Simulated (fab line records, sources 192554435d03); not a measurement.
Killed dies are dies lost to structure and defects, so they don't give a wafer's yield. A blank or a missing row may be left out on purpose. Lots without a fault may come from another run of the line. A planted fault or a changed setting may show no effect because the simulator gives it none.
fab line records | flow n5_finfet
record lots=7 wafers=39
route steps=1938 shown WELL_APT@26 SD_EPI_N@288 MOL_CONTACT_COAG@624 BEOL_M0_SAQP@654 BEOL_M1@826 BEOL_M3@1010 BEOL_M4@1092 BEOL_M8@1377 BEOL_M10@1486 BEOL_M13@1659 BEOL_M15@1809
start_h: hours from the record's first day to the start of the lot's first wafer shown | wait_h: hours since the lot's step before | " the same as in the row above | L1.1+2: a row that stands for several wafers | - no value, or no start given | * or withheld: withheld | < > ~ a bound
route shown NAME@n: a module of which the file shows steps, and the number in the route of the first | usual: mean/standard deviation of fault-free wafers | same: alike in all rows | chamber/n: place in a boat | sites: the reading at each site | _std_site: their standard deviation | _edge_site: outer sites' mean less inner sites' | radius_mm: how far each site lies from the wafer's centre | mask NAME#n: copy n | behind: the tool/chamber that last shaped the wafer | hold: why the lot was held/for how many hours/how that ended | device: the transistor (n, p or np) that didn't switch | end of line: the same wafers' tests at the end of the route | a step without rows: its recipe alone | killed: dies lost to structure and defects at the first sort, not the wafer's yield | map: a wafer's dies, x killed, . not, _ none there
set.NAME: the setting as run; set.NAME@STEP: as run at that earlier step | model.NAME: the simulator's own value behind a step, which no gauge read
lots whose settings were changed on purpose; a table a step, a row a wafer
## steps
# step N5_WELL_APT_DEVELOP_07
# recipe develop_time_s=45 rinse_liquid=surfactant_rinse dry=air_spin dev_temp_c=21
# step N5_SD_EPI_N_EPI_21
# recipe material=Si:P dopant=P temp_c=680 pressure_torr=255 time_s=690
# step N5_MOL_CONTACT_COAG_CVD_140
# recipe material=W target_thk_a=665 mode=selective_fill temp_c=300 time_s=215
# step N5_BEOL_M0_SAQP_ETCH_84
# recipe chemistry=N2/H2 target=SOC target_depth_a=1000 overetch_a=200 mask_material=SiARC temp_c=40 time_s=150 ion_energy_ev=200 pressure_mtorr=30 source_w=840 bias_w=150 n2_flow_sccm=200 h2_flow_sccm=200
# step N5_BEOL_M1_SPUTTER_92
# recipe material=Cu target_thk_a=45 temp_c=-20 chamber_pressure_pa=0.07 power_w=withheld time_s=8.29
# step N5_BEOL_M3_SPUTTER_96
# step N5_BEOL_M4_SPUTTER_88
# step N5_BEOL_M8_TRENCH_ETCH_37
# recipe chemistry=C4F6/O2 target_depth_a=934.78 target=SiCOH_lowk time_s=31.2 ion_energy_ev=250 pressure_mtorr=30 source_w=345 bias_w=185 Ar_flow_sccm=300 C4F6_flow_sccm=10 O2_flow_sccm=10
# step N5_BEOL_M10_DESCUM_16
# recipe chemistry=O2 time_s=7.9 source_power_w=50 bias_power_w=20 pressure_mtorr=20 rf_frequency_hz=2.712e+07 temp_c=40 resist=CAR-ArF o2_flow_sccm=225
# step N5_BEOL_M13_ILD_DEP_00
# recipe material=SiOC target_thk_a=8379.2 temp_c=350 precursor=DEMS/O2 pressure_torr=5 rf_w=500 time_s=166.4
# step N5_BEOL_M15_TRENCH_ETCH_34
# recipe chemistry=C4F8/O2/Ar target=SiO2 target_depth_a=8729.3 he_inner_torr=15 he_outer_torr=30 time_s=199 ion_energy_ev=800 pressure_mtorr=20 source_w=1905 bias_w=2040 Ar_flow_sccm=400 C4F8_flow_sccm=16 O2_flow_sccm=12
# step N5_BEOL_M15_RC_MEAS_101
# usual SERP_M8=13.9/0.48
# columns lot.wafer tool chamber start_h wait_h set.develop_time_s@WELL_APT_DEVELOP_07 set.epi_growth_time_s@SD_EPI_N_EPI_21 set.target_thk_a@MOL_CONTACT_COAG_CVD_140 set.time_s@BEOL_M0_SAQP_ETCH_84 set.target_thk_a@BEOL_M1_SPUTTER_92 set.time_s@BEOL_M3_SPUTTER_96 set.target_thk_a@BEOL_M4_SPUTTER_88 set.time_s@BEOL_M8_TRENCH_ETCH_37 set.time_s@BEOL_M10_DESCUM_16 set.target_thk_a@BEOL_M13_ILD_DEP_00 set.time_s@BEOL_M15_TRENCH_ETCH_34 SERP_M8[ohm/um]
L081.1 prober-02 0 300.01 0.0 69.86 988 440.7 150 45 8.29 45 31.2 6.607 8379.2 199 12.9
L081.2 " 0 " " 45 690 665 150 45 8.29 45 31.2 7.9 8379.2 199 13.6
L081.3 " 0 " " 45 690 440.7 150 45 8.29 45 31.2 7.9 5594 199 13.1
L081.4 " 0 " " 69.86 988 665 150 45 8.29 29.43 31.2 6.607 8379.2 199 14.0
L081.5 " 0 " " 45 988 440.7 150 45 8.29 29.43 31.2 7.9 5594 199 13.1
L081.6 " 0 " " 69.86 690 665 150 45 8.29 29.43 31.2 6.607 5594 199 13.6
L083.1 prober-01 0 330.64 0.0 70.22 828.9 665 150 45 8.29 45 36.34 12.36 8379.2 199 11.1
L083.2 " 0 " " 45 828.9 665 191.4 25.22 8.29 45 31.2 12.36 12520 199 13.3
L083.3 " 0 " " 45 690 665 191.4 45 11.26 19.44 31.2 7.9 12520 199 14.0
L083.4 " 0 " " 70.22 828.9 665 150 25.22 11.26 19.44 36.34 12.36 8379.2 199 12.0
L083.5 " 0 " " 70.22 690 665 191.4 45 8.29 19.44 36.34 7.9 12520 199 11.0
L083.6 " 0 " " 45 690 665 150 25.22 11.26 45 31.2 7.9 8379.2 199 14.5
L086.1 prober-01 0 338.98 0.0 45 690 665 150 45 8.29 45 31.2 7.9 8379.2 199 14.4
L086.2 " 0 " " 45 690 665 150 45 8.29 45 31.2 7.9 8379.2 199 13.7
L086.5 " 0 " " 45 690 665 150 45 8.29 45 31.2 7.9 8379.2 199 14.3
L088.1 prober-01 0 360.30 0.0 55.68 547.4 665 150 45 8.29 45 31.2 7.9 8379.2 137.6 13.0
L088.2 " 0 " " 45 547.4 449 217.7 45 4.491 45 48.9 7.9 10450 199 7.5
L088.3 " 0 " " 45 690 665 150 45 4.491 25.41 48.9 7.9 8379.2 137.6 7.5
L088.4 " 0 " " 55.68 547.4 449 150 45 8.29 25.41 31.2 10.41 10450 199 13.2
L088.5 " 0 " " 45 690 449 217.7 45 4.491 25.41 31.2 10.41 10450 137.6 13.9
L088.6 " 0 " " 55.68 690 665 217.7 45 8.29 45 48.9 10.41 8379.2 199 7.2
L094.1 prober-02 0 381.95 0.0 45 690 665 150 53.33 6.077 23.32 31.2 7.9 8379.2 199 14.0
L094.2 " 0 " " 45 940 665 150 53.33 8.29 45 31.2 7.9 8379.2 244.6 14.1
L094.3 " 0 " " 45 690 480.3 150 45 8.29 23.32 31.2 7.9 8379.2 244.6 14.1
L094.4 " 0 " " 45 940 480.3 150 53.33 6.077 45 31.2 7.9 8379.2 199 13.5
L094.5 " 0 " " 45 940 665 150 45 6.077 45 31.2 7.9 8379.2 244.6 14.2
L094.6 " 0 " " 45 690 480.3 150 45 8.29 23.32 31.2 7.9 8379.2 199 13.9
L096.1 prober-02 0 399.24 0.0 45 690 665 233.3 67.45 8.29 45 18.19 10.13 8379.2 264.1 28.4
L096.2 " 0 " " 69.47 690 986.4 233.3 67.45 3.408 45 31.2 7.9 8379.2 199 13.7
L096.3 " 0 " " 69.47 690 986.4 150 45 3.408 45 18.19 7.9 11290 264.1 30.1
L096.4 " 0 " " 45 323.2 986.4 233.3 45 8.29 45 18.19 7.9 11290 199 31.3
L096.5 " 0 " " 69.47 323.2 665 150 45 3.408 45 31.2 10.13 8379.2 264.1 14.0
L096.6 " 0 " " 45 323.2 665 150 67.45 8.29 45 31.2 10.13 11290 199 13.2
L097.1 prober-02 0 405.62 0.0 45 286 665 150 45 8.29 55.21 31.2 7.9 8379.2 199 13.5
L097.2 " 0 " " 45 286 665 207.9 70.46 12.19 45 22.13 7.9 8379.2 199 22.5
L097.3 " 0 " " 45 690 665 150 70.46 8.29 45 31.2 9.855 8379.2 199 13.5
L097.4 " 0 " " 20.47 286 665 150 45 12.19 55.21 22.13 9.855 8379.2 199 22.2
L097.5 " 0 " " 20.47 690 665 207.9 70.46 8.29 55.21 22.13 9.855 8379.2 199 21.7
L097.6 " 0 " " 20.47 690 665 207.9 45 12.19 45 31.2 7.9 8379.2 199 13.7
## key
split step=N5_WELL_APT_DEVELOP_07 setting=develop_time_s stated_as=45
response none clear
split step=N5_SD_EPI_N_EPI_21 setting=epi_growth_time_s stated_as=690
response none clear
split step=N5_MOL_CONTACT_COAG_CVD_140 setting=target_thk_a stated_as=665
response none clear
split step=N5_BEOL_M0_SAQP_ETCH_84 setting=time_s stated_as=150
response none clear
split step=N5_BEOL_M1_SPUTTER_92 setting=target_thk_a stated_as=45
response none clear
split step=N5_BEOL_M3_SPUTTER_96 setting=time_s stated_as=8.29
response none clear
split step=N5_BEOL_M4_SPUTTER_88 setting=target_thk_a stated_as=45
response none clear
split step=N5_BEOL_M8_TRENCH_ETCH_37 setting=time_s stated_as=31.2
response step=N5_BEOL_M15_RC_MEAS_101 reading=SERP_M8 slope=-0.208 per=1% together_with=all explained=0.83
split step=N5_BEOL_M10_DESCUM_16 setting=time_s stated_as=7.9
response none clear
split step=N5_BEOL_M13_ILD_DEP_00 setting=target_thk_a stated_as=8379.2
response none clear
split step=N5_BEOL_M15_TRENCH_ETCH_34 setting=time_s stated_as=199
response none clear
